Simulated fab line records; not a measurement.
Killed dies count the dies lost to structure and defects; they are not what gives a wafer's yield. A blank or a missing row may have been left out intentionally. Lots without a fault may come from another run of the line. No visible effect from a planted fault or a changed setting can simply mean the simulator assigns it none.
Which of the tools did it? ; flow nand harc ; 23 lots with 69 wafers sampled at 5 steps, on a route of 1159 steps

== WHAT THE GAUGES SHOWED, per wafer ==
NHARC_A_SGD_CUT_OVL_MEAS_10.
lot;measured;on;overlay x nm (nm);overlay y nm (nm)
L074;day 13 14:13;overlay-02;-0.8 -1.2 -0.6;0.6 0.7 -0.4
L079;day 14 08:49;overlay-01;-1.8 -1.1 -1.7;1.9 1.7 1.8
L075;day 14 10:01;overlay-02;-0.8 -0.8 -0.8;-0.1 0.3 0.4
L077;day 14 09:46;overlay-02;1.7 0.8 1.3;0.0 0.1 0.1
L076;day 14 08:36;overlay-02;1.0 0.7 0.5;0.7 0.4 1.1
L078;day 14 19:13;overlay-02;0.3 0.6 0.3;-0.7 -0.8 -0.2
L083;day 16 04:47;overlay-01;0.3 0.1 0.0;-0.6 -0.4 0.0
L080;day 15 23:37;overlay-01;-2.1 -2.3 -2.3;-1.4 -1.2 -0.7
L081;day 16 00:07;overlay-01;1.1 1.5 1.7;-0.6 -0.6 -1.1
L082;day 16 05:42;overlay-01;-1.2 -1.3 -1.6;0.1 -0.4 -0.6
L085;day 16 14:22;overlay-01;0.0 0.1 0.2;-0.4 0.1 -0.3
L084;day 16 14:32;overlay-01;0.2 0.0 0.0;-0.9 -0.9 -0.8
L086;day 17 02:11;overlay-01;0.4 -0.1 0.2;-0.3 -0.4 -0.6
L087;day 17 02:29;overlay-01;0.2 -0.2 -0.2;-0.3 -0.4 -0.5
L092;day 17 17:38;overlay-02;2.0 2.0 1.5;-1.0 -0.6 -1.1
L091;day 17 22:56;overlay-01;1.1 1.0 0.8;1.1 0.2 0.8
L089;day 18 03:17;overlay-01;0.4 0.1 0.2;2.2 2.8 3.0
L088;day 18 15:41;overlay-02;-1.1 -1.6 -1.0;0.6 -0.2 0.6
L093;day 18 15:23;overlay-02;-0.1 0.1 -0.4;-1.1 -1.0 -0.7
L090;day 18 15:50;overlay-02;-0.3 -0.4 -0.5;-2.1 -2.9 -1.9
L094;day 18 20:16;overlay-02;0.2 -0.4 0.5;-0.8 -1.9 -1.6
L095;day 18 20:38;overlay-02;0.4 0.6 0.4;-0.3 0.6 0.9
L097;day 19 10:52;overlay-02;-0.8 -1.3 -0.9;-1.0 -0.5 -1.5

== WHICH TOOL RAN EACH LOT (tool, then ch and the chambers of the sampled wafers, then the start) ==
lot;NHARC_A_STAIRCASE_DESCUM_291;NHARC_A_STAIRCASE_DESCUM_312;NHARC_A_STAIRCASE_DEP_151;NHARC_A_STAIRCASE_DESCUM_443
L074;rie diel-11 ch 0,2,3, day 11 10:35;rie diel-04 ch 0,1, day 11 17:10;pecvd-02 ch 0,1,2, day 12 09:37;rie diel-03 ch 0,1,3, day 13 08:06
L079;rie diel-11 ch 0,2,3, day 12 01:33;rie diel-11 ch 0,1, day 12 07:02;pecvd-03 ch 0,1, day 13 01:28;rie diel-04 ch 0,2,3, day 14 02:25
L075;rie diel-03 ch 0,1,2, day 12 01:57;rie diel-03 ch 0,2,3, day 12 07:15;pecvd-02 ch 0,1,2, day 13 01:35;rie diel-04 ch 2,3, day 14 02:27
L077;rie diel-11 ch 0,2, day 12 05:08;rie diel-11 ch 0,2,3, day 12 12:04;pecvd-01 ch 1,2, day 13 04:40;rie diel-03 ch 1,3, day 14 02:31
L076;rie diel-04 ch 0,1,3, day 12 06:22;rie diel-04 ch 1,2,3, day 12 13:46;pecvd-02 ch 1,2, day 13 04:24;rie diel-03 ch 0,2,3, day 14 02:28
L078;rie diel-11 ch 0,3, day 12 13:43;rie diel-03 ch 0,1, day 12 18:48;pecvd-02 ch 0,1, day 13 14:01;rie diel-11 ch 0,1, day 14 13:22
L083;rie diel-11 ch 2,3, day 13 18:08;rie diel-11 ch 0,1,2, day 14 01:44;pecvd-03 ch 0,1,2, day 14 23:26;rie diel-11 ch 0,1,2, day 15 22:57
L080;rie diel-11 ch 0,2,3, day 13 20:42;rie diel-11 ch 1,2, day 14 02:56;pecvd-01 ch 0,1,2, day 14 19:47;rie diel-11 ch 0,2,3, day 15 17:46
L081;rie diel-03 ch 1,3, day 13 20:50;rie diel-11 ch 0,3, day 14 03:04;pecvd-02 ch 0,1,2, day 14 19:50;rie diel-03 ch 1,2, day 15 18:05
L082;rie diel-04 ch 0,1,3, day 14 01:05;rie diel-03 ch 1,2, day 14 07:11;pecvd-01 ch 0,1, day 14 23:52;rie diel-03 ch 0,2,3, day 15 23:08
L085;rie diel-11 ch 1,2, day 14 03:36;rie diel-04 ch 1,3, day 14 09:13;pecvd-01 ch 0,2, day 15 06:21;rie diel-03 ch 1,3, day 16 08:28
L084;rie diel-11 ch 1,2,3, day 14 05:26;rie diel-11 ch 0,1,2, day 14 10:52;pecvd-03 ch 0,1,2, day 15 06:15;rie diel-04 ch 1,2,3, day 16 08:35
L086;rie diel-03 ch 1,2,3, day 14 21:49;rie diel-04 ch 0,1,2, day 15 02:53;pecvd-02 ch 0,1, day 15 19:29;rie diel-11 ch 1,2,3, day 16 20:19
L087;rie diel-04 ch 1,2, day 14 21:59;rie diel-11 ch 1,2,3, day 15 03:07;pecvd-01 ch 0,1,2, day 15 19:35;rie diel-04 ch 0,2,3, day 16 20:31
L092;rie diel-03 ch 0,1,3, day 15 11:32;rie diel-04 ch 0,1,2, day 15 16:40;pecvd-03 ch 0,1,2, day 16 09:37;rie diel-04 ch 1,3, day 17 10:30
L091;rie diel-04 ch 0,1, day 15 16:01;rie diel-03 ch 0,2, day 15 23:00;pecvd-02 ch 1,2, day 16 16:46;rie diel-04 ch 0,1, day 17 16:24
L089;rie diel-03 ch 1,2,3, day 15 20:50;rie diel-11 ch 1,2,3, day 16 04:10;pecvd-01 ch 0,1,2, day 16 20:26;rie diel-03 ch 1,2,3, day 17 21:28
L088;rie diel-11 ch 1,2,3, day 16 02:19;rie diel-04 ch 1,2,3, day 16 10:12;pecvd-03 ch 1,2, day 17 04:06;rie diel-11 ch 0,3, day 18 09:44
L093;rie diel-04 ch 1,3, day 16 04:59;rie diel-04 ch 0,1,2, day 16 10:44;pecvd-02 ch 0,2, day 17 04:07;rie diel-04 ch 2,3, day 18 09:34
L090;rie diel-04 ch 0,1,3, day 16 05:26;rie diel-03 ch 1,2, day 16 12:23;pecvd-01 ch 0,1,2, day 17 03:52;rie diel-03 ch 0,1,3, day 18 09:56
L094;rie diel-04 ch 0,1,2, day 16 14:08;rie diel-03 ch 0,1,2, day 16 20:43;pecvd-03 ch 0,2, day 17 13:04;rie diel-04 ch 0,1,3, day 18 14:25
L095;rie diel-03 ch 0,2,3, day 16 16:43;rie diel-03 ch 0,1,2, day 17 00:08;pecvd-01 ch 0,1, day 17 17:10;rie diel-03 ch 1,2,3, day 18 14:38
L097;rie diel-03 ch 0,1, day 17 00:22;rie diel-03 ch 0,1, day 17 06:35;pecvd-01 ch 0,2, day 17 22:49;rie diel-11 ch 0,1,3, day 19 04:59
- NHARC_A_STAIRCASE_DESCUM_291: chemistry O2, time 3 s.
- NHARC_A_STAIRCASE_DESCUM_312: chemistry O2, time 3 s.
- NHARC_A_STAIRCASE_DEP_151: deposits SiO2, target thk 3800 nm.
- NHARC_A_STAIRCASE_DESCUM_443: chemistry O2, time 3 s.

== AS READ BY THE TOOLS THEMSELVES (means over the sampled wafers that have a number; for cases with no such wafer, the mark the record gives instead) ==
NHARC_A_STAIRCASE_DESCUM_291.
lot;tool;chamber pressure mTorr (mTorr);drypump motor current A (A);oes product au (a.u.);rf vpp V (V);showerhead plenum p Torr (Torr);throttle valve pct (%)
L074;rie diel-11;59.94;5.8;1.009;57.7;1.90;11.300
L079;rie diel-11;60.04;5.8;1.005;57.2;1.90;11.308
L075;rie diel-03;60.02;6.1;1.005;56.8;1.82;11.322
L077;rie diel-11;59.98;6.1;1.009;57.5;1.96;11.308
L076;rie diel-04;60.01;6.1;0.997;57.8;1.91;11.310
L078;rie diel-11;59.95;5.8;1.005;57.8;1.83;11.313
L083;rie diel-11;59.98;5.4;1.007;57.7;1.84;11.316
L080;rie diel-11;59.95;5.8;1.007;57.7;1.89;11.305
L081;rie diel-03;60.01;6.4;1.003;57.8;1.95;11.313
L082;rie diel-04;60.01;6.0;0.998;57.7;2.01;11.316
L085;rie diel-11;60.00;5.4;1.007;57.5;1.93;11.307
L084;rie diel-11;60.04;5.4;1.002;57.7;1.86;11.308
L086;rie diel-03;60.00;6.5;0.999;58.4;1.90;11.317
L087;rie diel-04;60.00;6.0;1.002;57.8;1.97;11.309
L092;rie diel-03;60.04;6.0;1.002;57.1;1.86;11.307
L091;rie diel-04;60.05;6.0;1.013;58.9;1.99;11.313
L089;rie diel-03;60.04;6.5;0.998;57.4;1.90;11.310
L088;rie diel-11;59.99;5.4;1.000;57.7;1.85;11.308
L093;rie diel-04;59.99;6.1;1.001;57.8;2.02;11.305
L090;rie diel-04;59.99;6.0;1.008;57.5;2.01;11.311
L094;rie diel-04;60.04;5.9;0.995;58.2;1.93;11.315
L095;rie diel-03;59.99;6.1;0.990;58.2;1.89;11.305
L097;rie diel-03;59.98;6.0;0.993;57.5;1.78;11.302

NHARC_A_STAIRCASE_DESCUM_312.
lot;tool;chamber pressure mTorr (mTorr);drypump motor current A (A);oes product au (a.u.);rf vpp V (V);showerhead plenum p Torr (Torr);throttle valve pct (%)
L074;rie diel-04;60.02;6.1;1.003;57.9;1.90;11.306
L079;rie diel-11;60.01;5.8;1.006;58.4;1.88;11.309
L075;rie diel-03;59.98;6.1;1.004;57.2;1.90;11.313
L077;rie diel-11;59.99;5.8;1.016;57.8;1.90;11.312
L076;rie diel-04;60.01;5.9;0.998;58.0;1.85;11.301
L078;rie diel-03;60.04;6.0;0.997;57.5;1.79;11.307
L083;rie diel-11;60.06;5.8;1.005;58.1;1.92;11.312
L080;rie diel-11;59.99;5.4;0.997;58.2;1.93;11.311
L081;rie diel-11;60.03;6.1;1.003;57.6;1.88;11.312
L082;rie diel-03;59.96;6.6;1.006;57.8;1.86;11.301
L085;rie diel-04;60.02;6.2;0.996;59.1;2.05;11.304
L084;rie diel-11;60.00;5.8;1.002;57.4;1.92;11.310
L086;rie diel-04;60.01;5.9;0.994;58.2;1.93;11.299
L087;rie diel-11;60.00;5.4;1.000;57.4;1.86;11.307
L092;rie diel-04;60.03;5.9;1.002;57.9;1.93;11.317
L091;rie diel-03;59.98;5.7;0.994;57.5;1.80;11.317
L089;rie diel-11;59.97;5.4;1.009;56.9;1.85;11.317
L088;rie diel-04;59.99;6.0;1.007;57.7;1.95;11.314
L093;rie diel-04;59.97;5.9;1.001;58.1;1.93;11.310
L090;rie diel-03;59.97;6.6;1.002;57.4;1.86;11.309
L094;rie diel-03;60.04;6.1;1.000;56.8;1.81;11.310
L095;rie diel-03;59.98;6.1;0.995;57.4;1.81;11.308
L097;rie diel-03;59.94;6.0;1.000;57.3;1.78;11.308

NHARC_A_STAIRCASE_DEP_151.
lot;tool;heater power w (W);mfc precursor sccm (sccm)
L074;pecvd-02;632;200.2
L079;pecvd-03;589;200.4
L075;pecvd-02;633;200.0
L077;pecvd-01;675;199.9
L076;pecvd-02;678;200.3
L078;pecvd-02;747;199.8
L083;pecvd-03;657;200.5
L080;pecvd-01;629;200.3
L081;pecvd-02;685;200.2
L082;pecvd-01;674;200.3
L085;pecvd-01;698;199.6
L084;pecvd-03;683;199.4
L086;pecvd-02;743;200.0
L087;pecvd-01;670;199.9
L092;pecvd-03;688;200.1
L091;pecvd-02;603;199.3
L089;pecvd-01;694;199.3
L088;pecvd-03;601;199.6
L093;pecvd-02;746;199.4
L090;pecvd-01;677;200.2
L094;pecvd-03;748;200.3
L095;pecvd-01;623;201.0
L097;pecvd-01;710;199.5

NHARC_A_STAIRCASE_DESCUM_443.
lot;tool;chamber pressure mTorr (mTorr);drypump motor current A (A);oes product au (a.u.);rf vpp V (V);showerhead plenum p Torr (Torr);throttle valve pct (%)
L074;rie diel-03;60.00;6.0;1.004;56.9;1.86;11.306
L079;rie diel-04;60.01;5.8;1.000;58.8;1.91;11.307
L075;rie diel-04;60.06;5.7;1.000;57.9;1.86;11.307
L077;rie diel-03;60.03;6.4;1.001;57.7;1.95;11.309
L076;rie diel-03;59.97;6.1;1.008;57.9;1.90;11.311
L078;rie diel-11;60.04;5.8;1.000;57.8;1.87;11.316
L083;rie diel-11;59.97;5.8;1.003;56.6;1.91;11.311
L080;rie diel-11;59.96;5.8;1.008;57.5;1.89;11.311
L081;rie diel-03;59.97;6.5;1.002;57.6;1.82;11.313
L082;rie diel-03;60.00;6.1;1.000;57.6;1.89;11.312
L085;rie diel-03;60.04;6.4;0.998;57.5;1.86;11.319
L084;rie diel-04;60.00;5.9;1.001;58.1;1.95;11.314
L086;rie diel-11;59.97;5.4;1.005;57.9;1.96;11.309
L087;rie diel-04;59.99;5.9;1.003;57.2;1.91;11.314
L092;rie diel-04;60.02;6.1;1.000;58.0;2.02;11.303
L091;rie diel-04;60.00;6.1;1.008;57.4;2.02;11.316
L089;rie diel-03;59.98;6.5;1.010;57.9;1.89;11.314
L088;rie diel-11;59.98;6.2;0.998;58.5;1.98;11.308
L093;rie diel-04;60.03;5.7;1.001;57.6;1.85;11.313
L090;rie diel-03;60.03;6.0;1.006;58.2;1.95;11.309
L094;rie diel-04;60.05;6.1;1.002;58.4;2.00;11.306
L095;rie diel-03;60.00;6.5;1.009;57.6;1.89;11.308
L097;rie diel-11;59.99;5.8;1.003;58.2;1.94;11.320

== THE ANSWER, worked out from the rows above alone ==
Rule: what is usual is taken from the lots themselves. The widest of any qualifying gaps counts: lots, ordered by their means at a reading, are off when they make up no more than a third of the lots, leave a main group of 4 or more, and stand apart from it by 3 or more times the standard deviation of that group's means. A main group is skipped when, at the precision printed for the reading in the tables above, its means are all equal. Also off: a lot with no number at a reading for which 4 or more lots have one. Any other lot the step has rows for is counted as sound. The gauges are gone through in route order, then the tools' own readings, and for those a lot's mean is taken as printed above. At the first step where some lot is off, the reading lying furthest off is the one used; lots without a number count as furthest.
Nothing can be told from this: no lot is off at any reading shown.

== WHAT WAS PUT IN BY THE SIMULATOR ==
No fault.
